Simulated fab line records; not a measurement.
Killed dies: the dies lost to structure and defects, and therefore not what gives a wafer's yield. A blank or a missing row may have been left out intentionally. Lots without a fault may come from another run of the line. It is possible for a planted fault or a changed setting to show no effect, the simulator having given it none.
Chamber matching	flow nand-harc	NHARC_P_M2_DESCUM_14 on rie-diel-11: 4 sister chambers
The step chemistry O2, time 3 s. 4 wafers are shown with their chamber, then 8 later ones without.

## WAFERS PAIRED WITH THEIR CHAMBERS
wafer	chamber	drypump-motor-current-A (A)
L079.6	3	5.5
L083.1	2	6.6
L083.5	1	4.9
L085.2	0	5.7

## WAFERS MISSING THEIR CHAMBER
wafer	drypump-motor-current-A (A)
L085.3	6.6
L085.6	6.6
L092.4	6.6
L092.5	4.9
L092.6	6.6
L096.1	6.6
L096.4	5.6
L096.6	6.6

## WHICH CHAMBER EACH WENT THROUGH
wafer	from the rows above	in truth
L085.3	2	2
L085.6	2	2
L092.4	2	2
L092.5	1	1
L092.6	2	2
L096.1	2	2
L096.4	can't be placed: 3 or 0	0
L096.6	2	2
Correct placement for 7 of the 8. Can't be placed from these rows: 1 (the true chamber is among the candidates in 1). Placed wrongly: 0.
How it was worked out, from the rows above alone: a wafer's distance from a chamber is the root of the sum, over the readings, of the square of ((its reading less the chamber's mean) divided by the reading's scatter). The wafer belongs to the nearest chamber; if the next one is less than 2 further off, it can't be placed. For every chamber, the mean is computed from those of its wafers that are shown. The scatter: with one shown wafer a chamber, the root of the mean of the squares of how far each hidden wafer lies from its nearest shown one.
